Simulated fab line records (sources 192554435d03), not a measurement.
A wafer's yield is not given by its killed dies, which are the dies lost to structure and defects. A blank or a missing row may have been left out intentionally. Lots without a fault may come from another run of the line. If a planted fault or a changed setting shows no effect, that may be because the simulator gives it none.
fab line records | flow n5_finfet
[record] lots = 9 | wafers = 26 | last_day = 16
route steps=1938 shown BEOL_M3@1018 BEOL_M4@1023 PASSIVATION@1936
lots untouched by any fault: they come from a run of this same line in which no faults occurred
start_h: hours from the record's first day to the start of the lot's first wafer shown | wait_h: hours from the lot's prior step to this one | " unchanged from the row above | L1.1+2: a row that stands for several wafers | - value missing, or start not given | * or withheld: withheld | < > ~ a bound
route shown NAME@n: names a module that has steps shown in the file, with the first one's number in the route | usual: the fault-free wafers' mean and standard deviation | same: alike in all rows | chamber/n: place in a boat | sites: the reading at each site | _std_site: the values' standard deviation | _edge_site: outer sites' mean less inner sites' | radius_mm: for every site, how far away it sits from the centre of the wafer | mask NAME#n: copy n | behind: the most recent tool/chamber to have shaped the wafer | hold: why the lot went on hold/how many hours it stayed there/how the hold came to an end | device: which transistor (n, p or np) failed to switch | end of line: tests run on the same wafers once the route is complete | a step with no rows: only its recipe | killed: dies that structure and defects cost at the first sort, which is not the same as the wafer's yield | map: the dies of a wafer, with x for killed, . for not killed, _ for no die there
set.NAME: the setting the step ran with; set.NAME@STEP: the setting that earlier step ran with | model.NAME: the simulator's own value behind a step, which no gauge read
one table for each step of the route and one row for each wafer, over a sample of lots
services: when a tool's chamber went out of use (start_h, in hours from the record's first day, below 0 if earlier), for how many hours, and the reason
[[steps]]
[step N5_BEOL_M3_DEP_57]
[recipe] material = SiCN | target_thk_a = 80 | temp_c = withheld | precursor = 3MS/NH3 | pressure_torr = 3 | rf_w = 202 | time_s = 14
[usual] showerhead_plenum_p_Torr = 3.667/0.015 | throttle_valve_pct = 9.3/0.41
lot.wafer | tool     | chamber | start_h | wait_h | showerhead_plenum_p_Torr | throttle_valve_pct
L944.2    | pecvd-02 | 0       | 162.92  | 0.0    | 3.661                    | 9.5
L944.3    | "        | 1       | "       | "      | 3.688                    | 9.4
L944.5    | "        | 0       | "       | "      | 3.641                    | 9.5
L945.1    | pecvd-02 | 1       | 166.24  | 0.0    | 3.686                    | 9.5
L945.3    | "        | 2       | "       | "      | 3.643                    | 9.1
L945.5    | "        | 2       | "       | "      | 3.644                    | 8.8
L947.1    | pecvd-04 | 1       | 174.83  | 0.0    | 3.664                    | 9.5
L947.3    | "        | 0       | "       | "      | 3.678                    | 9.5
L947.6    | "        | 0       | "       | "      | 3.681                    | 9.6
L948.1    | pecvd-02 | 0       | 182.76  | 0.0    | 3.655                    | 9.7
L948.6    | "        | 0       | "       | "      | 3.662                    | 9.4
L949.1    | pecvd-01 | 1       | 193.78  | 0.0    | 3.665                    | 9.2
L949.3    | "        | 0       | "       | "      | 3.669                    | 9.7
L949.6    | "        | 2       | "       | "      | 3.670                    | 8.4
L955.3    | pecvd-02 | 1       | 224.27  | 0.0    | 3.681                    | 9.3
L955.4    | "        | 0       | "       | "      | 3.655                    | 9.3
L955.6    | "        | 1       | "       | "      | 3.683                    | 9.5
L960.1    | pecvd-04 | 0       | 245.36  | 0.0    | 3.663                    | 9.8
L960.2    | "        | 1       | "       | "      | 3.661                    | 9.6
L960.5    | "        | 1       | "       | "      | 3.662                    | 9.3
L961.2    | pecvd-04 | 2       | 250.44  | 0.0    | 3.664                    | 8.9
L961.3    | "        | 0       | "       | "      | 3.682                    | 9.5
L961.4    | "        | 2       | "       | "      | 3.668                    | 8.6
L965.1    | pecvd-01 | 2       | 281.53  | 0.0    | 3.680                    | 9.0
L965.3    | "        | 1       | "       | "      | 3.670                    | 9.3
L965.4    | "        | 1       | "       | "      | 3.662                    | 9.5
[step N5_BEOL_M3_RS_MEAS_58]
[recipe] thk_meas_gauge = four-point-probe | reads = Co_of_BEOL_M3_CO_CAP_55+Cu_of_BEOL_M3_ECD_50+Co_of_BEOL_M3_CVD_47+TaN_of_BEOL_M3_ALD_84
[usual] M3_RS = 0.67/0.046
lot.wafer | tool          | chamber | start_h | wait_h | M3_RS[ohm/sq]
L944.2    | film_metro-01 | -       | 162.99  | 0.1    | 0.70
L944.3    | "             | -       | "       | "      | 0.71
L944.5    | "             | -       | "       | "      | 0.71
L945.1    | film_metro-02 | -       | 166.31  | 0.0    | 0.69
L945.3    | "             | -       | "       | "      | 0.68
L945.5    | "             | -       | "       | "      | 0.64
L947.1    | film_metro-01 | -       | 174.90  | 0.0    | 0.66
L947.3    | "             | -       | "       | "      | 0.71
L947.6    | "             | -       | "       | "      | 0.54
L948.1    | film_metro-02 | -       | 182.82  | 0.0    | 0.74
L948.6    | "             | -       | "       | "      | 0.59
L949.1    | film_metro-02 | -       | 193.84  | 0.0    | 0.71
L949.3    | "             | -       | "       | "      | 0.76
L949.6    | "             | -       | "       | "      | 0.63
L955.3    | film_metro-01 | -       | 224.34  | 0.1    | 0.70
L955.4    | "             | -       | "       | "      | 0.69
L955.6    | "             | -       | "       | "      | 0.63
L960.1    | film_metro-02 | -       | 245.43  | 0.0    | 0.74
L960.2    | "             | -       | "       | "      | 0.64
L960.5    | "             | -       | "       | "      | 0.57
L961.2    | film_metro-02 | -       | 250.52  | 0.1    | 0.65
L961.3    | "             | -       | "       | "      | 0.63
L961.4    | "             | -       | "       | "      | 0.62
L965.1    | film_metro-01 | -       | 281.59  | 0.0    | 0.68
L965.3    | "             | -       | "       | "      | 0.65
L965.4    | "             | -       | "       | "      | 0.62
[step N5_BEOL_M4_PECVD_72]
[recipe] material = SiO2 | target_thk_a = 160 | temp_c = 400 | precursor = TEOS/O2 | pressure_torr = 5.5 | rf_w = 450 | teos_flow_sccm = 53.8 | gas = O2 | flow_sccm = 3000 | time_s = 18
[usual] heater_power_w = 654/83 | showerhead_plenum_p_Torr = 8.78/0.071 | throttle_valve_pct = 22.8/0.92
lot.wafer | tool     | chamber | start_h | wait_h | heater_power_w | showerhead_plenum_p_Torr | throttle_valve_pct
L944.2    | pecvd-03 | 1       | 163.15  | 0.0    | 515            | 8.78                     | 22.7
L944.3    | "        | 0       | "       | "      | 664            | 8.81                     | 21.6
L944.5    | "        | 1       | "       | "      | 506            | 8.78                     | 22.7
L945.1    | pecvd-02 | 0       | 166.48  | 0.0    | 641            | 8.74                     | 23.3
L945.3    | "        | 1       | "       | "      | 665            | 8.90                     | 23.2
L945.5    | "        | 0       | "       | "      | 644            | 8.74                     | 23.3
L947.1    | pecvd-02 | 1       | 175.06  | 0.0    | 738            | 8.93                     | 23.1
L947.3    | "        | 0       | "       | "      | 656            | 8.72                     | 23.3
L947.6    | "        | 2       | "       | "      | 710            | 8.67                     | 21.7
L948.1    | pecvd-02 | 1       | 182.99  | 0.0    | 707            | 8.92                     | 23.2
L948.6    | "        | 2       | "       | "      | 656            | 8.69                     | 21.5
L949.1    | pecvd-04 | 0       | 194.01  | 0.0    | 618            | 8.83                     | 24.2
L949.3    | "        | 1       | "       | "      | 650            | 8.77                     | 24.0
L949.6    | "        | 0       | "       | "      | 599            | 8.85                     | 24.4
L955.3    | pecvd-02 | 0       | 224.52  | 0.0    | 628            | 8.75                     | 23.4
L955.4    | "        | 0       | "       | "      | 623            | 8.74                     | 23.4
L955.6    | "        | 1       | "       | "      | 624            | 8.92                     | 23.5
L960.1    | pecvd-03 | 2       | 245.60  | 0.0    | 836            | 8.77                     | 21.5
L960.2    | "        | 0       | "       | "      | 648            | 8.78                     | 22.0
L960.5    | "        | 1       | "       | "      | 504            | 8.78                     | 22.7
L961.2    | pecvd-04 | 1       | 250.69  | 0.0    | 683            | 8.78                     | 23.7
L961.3    | "        | 0       | "       | "      | 533            | 8.86                     | 24.0
L961.4    | "        | 1       | "       | "      | 676            | 8.75                     | 23.7
L965.1    | pecvd-04 | 1       | 281.93  | 0.0    | 679            | 8.77                     | 23.6
L965.3    | "        | 0       | "       | "      | 618            | 8.84                     | 24.3
L965.4    | "        | 1       | "       | "      | 695            | 8.78                     | 23.6
[step N5_BEOL_M4_INSPECT_13]
[recipe] mode = adi | inspect_instrument = brightfield
[usual] raw_defect_count = 436/130
lot.wafer | tool              | chamber | start_h | wait_h | raw_defect_count
L944.2    | defect_inspect-01 | -       | 163.97  | 0.0    | 506
L944.3    | "                 | -       | "       | "      | 605
L944.5    | "                 | -       | "       | "      | 718
L945.1    | defect_inspect-02 | -       | 169.16  | 0.1    | 514
L945.3    | "                 | -       | "       | "      | 298
L945.5    | "                 | -       | "       | "      | 446
L947.1    | defect_inspect-02 | -       | 178.00  | 0.1    | 416
L947.3    | "                 | -       | "       | "      | 382
L947.6    | "                 | -       | "       | "      | 340
L948.1    | defect_inspect-02 | -       | 184.02  | 0.1    | 427
L948.6    | "                 | -       | "       | "      | 379
L949.1    | defect_inspect-01 | -       | 195.60  | 0.1    | 503
L949.3    | "                 | -       | "       | "      | 524
L949.6    | "                 | -       | "       | "      | 530
L955.3    | defect_inspect-01 | -       | 225.06  | 0.0    | 1228
L955.4    | "                 | -       | "       | "      | 1283
L955.6    | "                 | -       | "       | "      | 588
L960.1    | defect_inspect-01 | -       | 247.07  | 0.1    | 399
L960.2    | "                 | -       | "       | "      | 527
L960.5    | "                 | -       | "       | "      | 375
L961.2    | defect_inspect-01 | -       | 251.25  | 0.0    | 473
L961.3    | "                 | -       | "       | "      | 541
L961.4    | "                 | -       | "       | "      | 549
L965.1    | defect_inspect-02 | -       | 283.07  | 0.1    | 377
L965.3    | "                 | -       | "       | "      | 333
L965.4    | "                 | -       | "       | "      | 363
[step N5_BEOL_M4_HM_OPEN_17]
[recipe] chemistry = Cl2/BCl3 | target_depth_a = 200 | overetch_a = 60 | target = TiN | mask_material = SOC | ion_energy_ev = 150 | pressure_mtorr = 10 | icp_w = 1000 | bias_w = 126 | Cl2_flow_sccm = 53.25 | bcl3_flow_sccm = 21.75 | Ar_flow_sccm = 25
[usual] bias_w = 125.9/0.35 | chamber_pressure_mTorr = 10.000/0.0087 | drypump_motor_current_A = 5.8/0.4 | oes_product_au = 0.67/0.075 | throttle_valve_pct = 22.00/0.21
lot.wafer | tool         | chamber | start_h | wait_h | bias_w | chamber_pressure_mTorr | drypump_motor_current_A | oes_product_au | rf_hours_counter_h | throttle_valve_pct
L944.2    | rie_metal-01 | 0       | 164.29  | 0.1    | 125.3  | 9.986                  | 5.9                     | 0.64           | -                  | 21.95
L944.3    | "            | 0       | "       | "      | 126.1  | 10.004                 | 5.9                     | 0.64           | -                  | 21.95
L944.5    | "            | 0       | "       | "      | 125.3  | 9.992                  | 5.9                     | 0.63           | -                  | 21.97
L945.1    | rie_metal-02 | 0       | 169.72  | 0.0    | 126.0  | 10.008                 | 6.6                     | 0.70           | 22                 | 21.80
L945.3    | "            | 0       | "       | "      | 126.5  | 10.007                 | 6.6                     | 0.72           | -                  | 21.81
L945.5    | "            | 0       | "       | "      | 125.5  | 10.006                 | 6.6                     | 0.73           | -                  | 21.78
L947.1    | rie_metal-03 | 0       | 178.33  | 0.0    | 125.5  | 10.004                 | 5.3                     | 0.72           | 18                 | 21.86
L947.3    | "            | 0       | "       | "      | 124.9  | 10.015                 | 5.3                     | 0.73           | -                  | 21.88
L947.6    | "            | 1       | "       | "      | 126.2  | 10.007                 | 5.6                     | 0.53           | -                  | 22.41
L948.1    | rie_metal-01 | 1       | 184.31  | 0.0    | 126.2  | 9.991                  | 5.5                     | 0.82           | 1                  | 21.89
L948.6    | "            | 0       | "       | "      | 126.2  | 10.002                 | 5.8                     | 0.63           | -                  | 21.93
L949.1    | rie_metal-03 | 0       | 195.93  | 0.0    | 125.6  | 10.003                 | 5.3                     | 0.74           | 19                 | 21.87
L949.3    | "            | 0       | "       | "      | 126.0  | 10.000                 | 5.3                     | 0.73           | -                  | 21.87
L949.6    | "            | 1       | "       | "      | 125.6  | 9.997                  | 5.6                     | 0.54           | -                  | 22.40
L955.3    | rie_metal-03 | 1       | 225.38  | 0.1    | 125.6  | 9.998                  | 5.6                     | 0.54           | -                  | 22.42
L955.4    | "            | 0       | "       | "      | 126.0  | 9.993                  | 5.4                     | 0.72           | -                  | 21.89
L955.6    | "            | 0       | "       | "      | 125.7  | 10.011                 | 5.3                     | 0.72           | -                  | 21.88
L960.1    | rie_metal-01 | 1       | 247.50  | 0.0    | 125.4  | 9.989                  | 5.5                     | 0.77           | 6                  | 21.92
L960.2    | "            | 0       | "       | "      | 126.0  | 10.000                 | 5.8                     | 0.62           | 57                 | 21.98
L960.5    | "            | 0       | "       | "      | 125.6  | 10.001                 | 5.9                     | 0.63           | -                  | 21.95
L961.2    | rie_metal-01 | 0       | 251.53  | 0.0    | 126.0  | 9.991                  | 5.8                     | 0.63           | 58                 | 21.98
L961.3    | "            | 1       | "       | "      | 125.9  | 10.006                 | 5.6                     | 0.75           | -                  | 21.94
L961.4    | "            | 0       | "       | "      | 125.8  | 9.987                  | 5.9                     | 0.61           | -                  | 21.99
L965.1    | rie_metal-02 | 0       | 283.36  | 0.0    | 126.2  | 10.012                 | 6.6                     | 0.70           | 34                 | 21.78
L965.3    | "            | 0       | "       | "      | 126.0  | 10.001                 | 6.6                     | 0.69           | -                  | 21.80
L965.4    | "            | 1       | "       | "      | 126.2  | 10.011                 | 5.8                     | 0.71           | -                  | 21.99
[step N5_BEOL_M4_RC_MEAS_101]
[usual] DIBL_N = 36.8/2.2 | DIBL_P = 37.0/2.8 | IOFF_N = 0.18/0.043 | IOFF_P = 0.23/0.05 | ION_N = 680/14 | ION_P = 466/9.1 | SS_N = 71.7/0.74 | SS_P = 73.5/0.79 | VT_N = 248/4 | VT_P = -249/4.1
lot.wafer | tool      | chamber | start_h | wait_h | DIBL_N[mV/V] | DIBL_P[mV/V] | IOFF_N[nA/um] | IOFF_P[nA/um] | ION_N[uA/um] | ION_P[uA/um] | SS_N[mV/dec] | SS_P[mV/dec] | VT_N[mV] | VT_P[mV]
L944.2    | prober-01 | 0       | 177.38  | 0.2    | 34.7         | 35.3         | 0.13          | 0.19          | 665          | 459          | 71.2         | 73.2         | 251      | -253
L944.3    | "         | 0       | "       | "      | 33.8         | 35.0         | 0.13          | 0.19          | 687          | 467          | 71.0         | 73.7         | 249      | -251
L944.5    | "         | 0       | "       | "      | 37.8         | 38.8         | 0.20          | 0.25          | 689          | 467          | 71.7         | 74.1         | 246      | -249
L945.1    | prober-02 | 0       | 177.57  | 0.0    | 37.8         | 36.7         | 0.16          | 0.19          | 666          | 450          | 71.9         | 73.9         | 249      | -254
L945.3    | "         | 0       | "       | "      | 34.9         | 33.9         | 0.13          | 0.17          | 677          | 462          | 69.7         | 73.0         | 252      | -255
L945.5    | "         | 0       | "       | "      | 38.9         | 38.6         | 0.19          | 0.23          | 688          | 463          | 71.8         | 73.7         | 248      | -251
L947.1    | prober-01 | 0       | 197.16  | 0.1    | 35.7         | 36.9         | 0.18          | 0.19          | 677          | 453          | 71.6         | 73.4         | 243      | -254
L947.3    | "         | 0       | "       | "      | 36.3         | 38.2         | 0.17          | 0.19          | 667          | 456          | 71.6         | 73.1         | 253      | -253
L947.6    | "         | 0       | "       | "      | 37.7         | 40.2         | 0.23          | 0.24          | 700          | 467          | 72.0         | 73.6         | 244      | -250
L948.1    | prober-01 | 0       | 200.37  | 0.2    | 36.6         | 39.3         | 0.18          | 0.20          | 682          | 455          | 71.6         | 73.9         | 246      | -253
L948.6    | "         | 0       | "       | "      | 32.5         | 33.7         | 0.10          | 0.13          | 659          | 444          | 70.4         | 72.3         | 255      | -259
L949.1    | prober-01 | 0       | 203.58  | 0.0    | 36.2         | 37.8         | 0.16          | 0.20          | 681          | 464          | 72.4         | 72.9         | 250      | -251
L949.3    | "         | 0       | "       | "      | 39.3         | 41.7         | 0.21          | 0.29          | 692          | 469          | 73.0         | 74.6         | 247      | -248
L949.6    | "         | 0       | "       | "      | 36.2         | 38.4         | 0.15          | 0.20          | 676          | 463          | 71.3         | 72.4         | 249      | -251
L955.3    | prober-02 | 0       | 232.91  | 0.3    | 34.7         | 34.0         | 0.14          | 0.24          | 676          | 480          | 70.9         | 73.9         | 251      | -245
L955.4    | "         | 0       | "       | "      | 41.5         | 41.0         | 0.31          | 0.40          | 701          | 489          | 72.6         | 74.7         | 239      | -237
L955.6    | "         | 0       | "       | "      | 35.7         | 35.2         | 0.15          | 0.25          | 664          | 473          | 70.8         | 72.8         | 253      | -245
L960.1    | prober-02 | 0       | 255.22  | 0.0    | 38.0         | 35.6         | 0.16          | 0.18          | 675          | 453          | 71.6         | 73.2         | 249      | -254
L960.2    | "         | 0       | "       | "      | 38.0         | 37.6         | 0.18          | 0.21          | 678          | 454          | 72.3         | 73.6         | 249      | -251
L960.5    | "         | 0       | "       | "      | 34.9         | 31.6         | 0.12          | 0.13          | 662          | 448          | 71.6         | 72.1         | 254      | -256
L961.2    | prober-02 | 0       | 260.82  | 0.2    | 38.1         | 35.3         | 0.18          | 0.24          | 688          | 475          | 72.0         | 73.1         | 249      | -246
L961.3    | "         | 0       | "       | "      | 40.9         | 38.5         | 0.22          | 0.30          | 693          | 478          | 72.2         | 74.1         | 243      | -244
L961.4    | "         | 0       | "       | "      | 38.4         | 35.4         | 0.16          | 0.23          | 669          | 459          | 71.9         | 73.5         | 252      | -248
L965.1    | prober-01 | 0       | 291.49  | 0.0    | 37.4         | 36.0         | 0.18          | 0.20          | 687          | 459          | 71.9         | 73.4         | 249      | -252
L965.3    | "         | 0       | "       | "      | 39.8         | 41.2         | 0.25          | 0.31          | 707          | 480          | 73.3         | 74.3         | 244      | -249
L965.4    | "         | 0       | "       | "      | 38.5         | 37.6         | 0.21          | 0.23          | 683          | 460          | 72.8         | 73.8         | 247      | -250
[step N5_PASSIVATION_PROBE_49]
[usual] defect_limited_yield = 91.4/1.5 | killed_at_M0_to_M3 = 36/11 | killed_at_M4_up = 14/6 | killed_at_contacts = 11/6 | killed_at_front_end = 37/11 | killed_at_other = 4/3.4 | killed_dies = 102/18 | killed_open = 66/13 | killed_short = 34/7.8 | sort_bin_4_leakage = 0.00/0.017 | sort_bin_5_function = 5.0/0.97 | sort_bin_6_memory = 3.2/0.7 | sort_n_pass = 1078/19 | sort_yield_pct = 91.3/1.6
[same] gross_dies = 1180 | killed_at_back_side = 0 | sort_bin_8_speed[%] = 0
lot.wafer | tool      | chamber | start_h | wait_h | defect_limited_yield[%] | killed_at_M0_to_M3 | killed_at_M4_up | killed_at_contacts | killed_at_front_end | killed_at_other | killed_dies | killed_open | killed_short | sort_bin_4_leakage[%] | sort_bin_5_function[%] | sort_bin_6_memory[%] | sort_n_pass | sort_yield_pct[%]
L955.3    | prober-02 | -       | 343.39  | 0.1    | 82.2                    | 26                 | 145             | 7                  | 28                  | 4               | 210         | 49          | 25           | 0                     | 11.3                   | 4.5                  | 970         | 82.2
L955.4    | prober-02 | -       | 343.44  | 0.2    | 82.6                    | 22                 | 142             | 9                  | 31                  | 1               | 205         | 43          | 25           | 0.08                  | 10.1                   | 4.0                  | 974         | 82.5
L955.6    | prober-02 | -       | 343.54  | 0.3    | 93.3                    | 33                 | 13              | 9                  | 22                  | 2               | 79          | 47          | 24           | 0                     | 4.1                    | 2.5                  | 1101        | 93.3
// killed by level:class
L955.3 BEOL_M4:unspecified=135 FIN_SAQP:geometric_particle:open=13 BEOL_M2:geometric_particle:open=9 MOL_CONTACT_COAG:geometric_particle:open=6 BEOL_M1:geometric_particle:open=5 BEOL_M1:geometric_particle:short=5 FIN_SAQP:geometric_particle:short=4 SPACER0:geometric_particle:short=3
L955.4 BEOL_M4:unspecified=137 FIN_SAQP:geometric_particle:open=7 BEOL_M0_SAQP:geometric_particle:short=6 MOL_CONTACT_COAG:geometric_particle:open=5 STI_FIN_REVEAL:geometric_particle:open=4 GATE_CUT:geometric_particle:open=4 MOL_CONTACT_COAG:geometric_particle:short=4 BEOL_M2:geometric_particle:open=4
L955.6 MOL_CONTACT_COAG:geometric_particle:open=6 BEOL_M0_SAQP:geometric_particle:short=6 BEOL_M1:geometric_particle:open=6 BEOL_M2:geometric_particle:open=6 BEOL_M0_SAQP:geometric_particle:open=5 STI_FIN_REVEAL:geometric_particle:open=4 DUMMY_GATE:geometric_particle:open=4 BEOL_M3:geometric_particle:open=4
[[services]]
tool         | chamber | start_h | hours | kind
rie_metal-01 | 1       | 155.69  | -     | clean
rie_metal-01 | 1       | 155.69  | 22.2  | scheduled_down
rie_metal-01 | 1       | 155.69  | 22.2  | vent_cycle
rie_metal-02 | -       | 156.51  | 1.4   | pm
pecvd-04     | 2       | 170.47  | 2.1   | scheduled_down
pecvd-03     | 2       | 183.26  | 5.5   | scheduled_down
pecvd-03     | 1       | 196.50  | 16.5  | scheduled_down
pecvd-02     | 1       | 205.67  | 4.9   | repair
pecvd-03     | 2       | 213.00  | -     | clean
pecvd-03     | 2       | 213.00  | -     | consumable_replace:showerhead
pecvd-03     | 2       | 213.00  | 29.0  | scheduled_down
pecvd-03     | 2       | 213.00  | 29.0  | vent_cycle
rie_metal-03 | -       | 228.42  | 2.8   | pm
pecvd-01     | 2       | 261.82  | 2.1   | scheduled_down
rie_metal-03 | -       | 264.48  | 1.2   | repair
rie_metal-03 | 1       | 268.04  | -     | clean
rie_metal-03 | 1       | 268.04  | 34.8  | scheduled_down
rie_metal-03 | 1       | 268.04  | 34.8  | vent_cycle
rie_metal-03 | 0       | 269.77  | 1.1   | repair
pecvd-04     | 2       | 272.32  | 2.5   | repair
pecvd-03     | 1       | 275.80  | 7.2   | repair
rie_metal-01 | 0       | 279.32  | 6.2   | repair
[[key]]
[first_sign] step = N5_BEOL_M4_INSPECT_13 | reading = raw_defect_count | direction = up | sigmas = 6.4 | usual = 436 | struck = 1256
[effect] step = N5_PASSIVATION_PROBE_49 | reading = killed_at_M4_up | direction = up | sigmas = 22 | usual = 14 | struck = 144
[more_kills_born_at] N5_BEOL_M4_PECVD_72@pecvd-02 = 272
met_at N5_BEOL_M4_PECVD_72
struck_lots L955
struck_wafers L955.3,L955.4
not_acting_at N5_BEOL_M3_DEP_57,N5_BEOL_M3_RS_MEAS_58,N5_BEOL_M4_HM_OPEN_17
onset_between 175.06 224.52
[fault] kind = chamber_particle_source | tool = pecvd-02 | chamber = 0 | onset_h = 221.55 | steps = N5_BEOL_M4_PECVD_72 | rate_per_visit_cm2 = 1.1193 | end_h = 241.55
